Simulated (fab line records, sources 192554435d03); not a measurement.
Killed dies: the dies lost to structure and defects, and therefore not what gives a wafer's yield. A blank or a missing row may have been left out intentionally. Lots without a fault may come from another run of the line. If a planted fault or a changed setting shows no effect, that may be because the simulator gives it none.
Struck lot and sound lot, side by side ; flow n5Finfet ; 15 out of 1938 route steps
Sound: the wafers L283.2, L283.3, L283.6. Struck: wafers L290.1, L290.3 (left out: L290.6, a lot-mate that was not struck); the cause follows at the end.
Order at every step that has rows: each side's tool, ch and its chambers, its first start. Under that, the readings that differ: sound wafers ; struck wafers ; difference of the means ; sigmas: that difference in standard deviations of wafers without a fault.
alike: words and numbers the same on both sides, and readings whose means are apart by under 2 such deviations; not compared: readings that were withheld, readings missing a value for some wafer, numbers with overlapping values and no deviation given by the record, and bounds like >300 which may hide the same value.
A row with sigmas, a row that says differs or no value, or rows on one side alone: a step with any of these is where the two part. Non-overlapping numbers with no deviation appear without sigmas and do not part them. A reading missing from all wafers of one side parts the sides only when that side holds two or more wafers.

first, 8 steps without rows for these wafers: N5_MIM_TOP_LITHO_HMDS_01 (time 60 s); N5_MIM_TOP_LITHO_COAT_02; N5_MIM_TOP_LITHO_EBR_04; N5_MIM_TOP_LITHO_SOFTBAKE_03 (time 90 s); N5_MIM_TOP_LITHO_EXPOSE_05 (exposes mask MIM TOP, target cd 2000 nm); N5_MIM_TOP_LITHO_PEB_06; N5_MIM_TOP_LITHO_DEVELOP_07 (develop time 60 s); N5_MIM_TOP_LITHO_HARDBAKE_09 (time 120 s).
N5_MIM_TOP_LITHO_CD_MEAS_08: target cd 2000 nm.
  sound on cdSem-01 ch 0, day 12 23:07; struck on cdSem-02 ch 0, day 16 02:50
  alike: cdNm
N5_MIM_TOP_LITHO_OVL_MEAS_11:
  sound on overlay-02 ch 0, day 12 23:09; struck on overlay-01 ch 0, day 16 02:52
  alike: MIM_TOP_OVL
N5_MIM_TOP_LITHO_INSPECT_12: inspects for defects (macro).
  sound on defectInspect-01, day 12 23:11; struck on defectInspect-02, day 16 02:53
  alike: rawDefectCount
N5_MIM_TOP_LITHO_DESCUM_10: chemistry O2, time 7.9 s.
  sound on rieDiel-03 ch 0,2,3, day 13 00:13; struck on rieDiel-01 ch 1,2, day 16 03:02
  alike: drypumpMotorCurrentA, oesProductAu, rfFwdPowerW, rfVppV, showerheadPlenumPTorr, throttleValvePct
  not compared: rfHoursCounterH
N5_MIM_TOP_ETCH_ETCH_00: etches TiN in Cl2/BCl3, target depth 38.5 nm.
  sound on rieMetal-02 ch 0,1, day 13 00:18; struck on rieMetal-01 ch 1, day 16 03:07
reading;sound;struck;difference;sigmas
biasW (W);126.5 125.8 126.3;120.8 121.1;-5.3;-13
  alike: bcl3FlowSccm, drypumpMotorCurrentA, oesProductAu, rfFwdPowerW, throttleValvePct
  not compared: rfHoursCounterH
N5_MIM_TOP_ETCH_STRIP_01: strips in O2.
  sound on rieDiel-04 ch 0,1,3, day 13 00:26; struck on rieDiel-06 ch 1,3, day 16 03:19
  alike: drypumpMotorCurrentA, oesProductAu, rfVppV, showerheadPlenumPTorr, throttleValvePct
  not compared: rfHoursCounterH
N5_PASSIVATION_PROBE_49:
  sound on prober-01, day 13 13:28; struck on prober-02, day 16 12:00
reading;sound;struck;difference;sigmas
killed_at_M4_up;13 14 13;31 34;+19;+3
  alike: defectLimitedYield, killed_at_M0_to_M3, killedAtContacts, killedAtFrontEnd, killedAtOther, killedDies, killedOpen, killedShort, sort_bin_4_leakage, sort_bin_5_function, sort_bin_6_memory, sortNPass, sortYieldPct

## WHERE THEY PART
Earliest at N5_MIM_TOP_ETCH_ETCH_00; latest, in this record, at N5_PASSIVATION_PROBE_49.

WHY: what the simulator had put in
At N5_MIM_TOP_ETCH_ETCH_00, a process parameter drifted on rieMetal-01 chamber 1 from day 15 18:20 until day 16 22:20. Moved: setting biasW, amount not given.
